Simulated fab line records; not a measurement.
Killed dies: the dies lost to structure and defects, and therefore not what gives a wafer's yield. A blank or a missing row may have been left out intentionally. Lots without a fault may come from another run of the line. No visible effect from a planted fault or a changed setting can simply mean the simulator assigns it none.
Chamber matching	flow n5_finfet	N5_BEOL_M9_STRIP_19 on rie_diel-05 has 4 sister chambers
The step strips in O2. 4 wafers are shown with their chamber, then 10 later ones without.

WAFERS PAIRED WITH THEIR CHAMBERS
wafer	chamber	showerhead_plenum_p_Torr (Torr)
L081.1	0	2.23
L088.2	3	2.05
L089.1	1	2.22
L089.4	2	2.22

WAFERS WITH NO CHAMBER GIVEN
wafer	showerhead_plenum_p_Torr (Torr)
L089.6	2.22
L090.3	2.05
L090.4	2.22
L090.6	2.05
L094.3	2.21
L094.5	2.04
L094.6	2.22
L097.3	2.22
L097.4	2.22
L097.5	2.22

WHICH CHAMBER EACH WENT THROUGH
wafer	from the rows above	in truth
L089.6	can't be placed: 1 or 2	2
L090.3	3	3
L090.4	can't be placed: 1 or 2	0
L090.6	3	3
L094.3	can't be placed: 1 or 2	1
L094.5	3	3
L094.6	can't be placed: 1 or 2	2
L097.3	can't be placed: 1 or 2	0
L097.4	can't be placed: 1 or 2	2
L097.5	can't be placed: 1 or 2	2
3 of 10 placed correctly. These rows do not allow placing 7 (true chamber among the candidates in 5). Wrongly placed: 0.
How it was worked out, from the rows above alone: a wafer's distance from a chamber is the root of the sum, over the readings, of the square of ((its reading less the chamber's mean) divided by the reading's scatter). If the next closest chamber is less than 2 further off than the closest, the wafer can't be placed; otherwise it belongs to the closest. The mean given for a chamber averages the wafers shown for that chamber. The scatter (one wafer shown for each chamber): square how far every hidden wafer sits from the nearest shown wafer, average those squares and take the square root.
